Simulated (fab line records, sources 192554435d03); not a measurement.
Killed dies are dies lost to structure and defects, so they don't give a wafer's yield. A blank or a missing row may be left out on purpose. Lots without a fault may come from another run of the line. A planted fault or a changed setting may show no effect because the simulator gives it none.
Chamber matching | flow n5_finfet | N5_BEOL_M2_DEP_57 on pecvd-02: 3 sister chambers
The step deposits SiCN from 3MS/NH3, target thk 8 nm, time 14 s. 3 wafers are shown with their chamber, then 9 later ones without.

WAFERS WITH THEIR CHAMBER
wafer  | chamber | throttle_valve_pct (%)
L078.5 | 1       | 9.1
L081.2 | 2       | 8.7
L081.6 | 0       | 9.1

WAFERS WITHOUT THEIR CHAMBER
wafer  | throttle_valve_pct (%)
L085.2 | 8.9
L085.4 | 9.1
L085.5 | 8.9
L091.1 | 9.1
L091.4 | 8.9
L091.5 | 9.2
L094.1 | 9.0
L094.4 | 9.0
L094.5 | 9.4

WHICH CHAMBER EACH WENT THROUGH
wafer  | from the rows above          | in truth
L085.2 | can't be placed: 0 or 1 or 2 | 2
L085.4 | can't be placed: 0 or 1      | 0
L085.5 | can't be placed: 0 or 1 or 2 | 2
L091.1 | can't be placed: 0 or 1      | 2
L091.4 | can't be placed: 0 or 1 or 2 | 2
L091.5 | can't be placed: 0 or 1      | 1
L094.1 | can't be placed: 0 or 1 or 2 | 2
L094.4 | can't be placed: 0 or 1 or 2 | 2
L094.5 | can't be placed: 0 or 1      | 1
Placed correctly: 0 of 9. Can't be placed from these rows: 9 (the true chamber is among the candidates in 8). Placed wrongly: 0.
How it was worked out, from the rows above alone: a wafer's distance from a chamber is the root of the sum, over the readings, of the square of ((its reading less the chamber's mean) divided by the reading's scatter). The wafer belongs to the nearest chamber; if the next one is less than 2 further off, it can't be placed. A chamber's mean is the mean of its shown wafers. The scatter: with one shown wafer a chamber, the root of the mean of the squares of how far each hidden wafer lies from its nearest shown one.
